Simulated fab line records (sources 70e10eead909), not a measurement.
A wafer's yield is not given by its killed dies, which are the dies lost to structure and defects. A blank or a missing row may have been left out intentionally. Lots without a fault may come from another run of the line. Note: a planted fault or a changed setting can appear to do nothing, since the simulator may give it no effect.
Matching of chambers    flow nand harc    NHARC_P_M2_ETCH_35 on rie diel-03: 4 sister chambers
The step etches the open film in N2/H2, target depth 40 nm, overetch 12 nm, time 43.94 s. 4 wafers are shown with their chamber, then 12 later ones without.

## WAFERS WITH THEIR CHAMBER
wafer   chamber  drypump motor current A (A)
L085.2  2        5.3
L089.5  0        5.6
L091.3  3        5.9
L091.6  1        5.7

## WAFERS WITH NO CHAMBER GIVEN
wafer   drypump motor current A (A)
L094.1  5.6
L094.2  5.3
L094.3  5.8
L095.2  5.3
L095.3  5.6
L095.6  5.6
L097.2  5.7
L097.4  5.9
L097.6  5.9
L096.2  5.9
L096.3  5.6
L096.6  5.9

## WHICH CHAMBER EACH ONE RAN IN
wafer   from the rows above      in truth
L094.1  0                        0
L094.2  2                        2
L094.3  can't be placed: 1 or 3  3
L095.2  2                        2
L095.3  0                        0
L095.6  0                        0
L097.2  1                        1
L097.4  3                        3
L097.6  3                        3
L096.2  3                        3
L096.3  0                        0
L096.6  3                        3
Correctly placed: 11 of 12. From these rows, 1 cannot be placed; in 1 the true chamber is one of the candidates. Placed wrongly: 0.
How it was worked out, from the rows above alone: a wafer's distance from a chamber is the root of the sum, over the readings, of the square of ((its reading less the chamber's mean) divided by the reading's scatter). If the next closest chamber is less than 2 further off than the closest, the wafer can't be placed; otherwise it belongs to the closest. For every chamber, the mean is computed from those of its wafers that are shown. The scatter: root of mean squared gap, hidden wafer to nearest shown wafer, with one shown wafer a chamber.
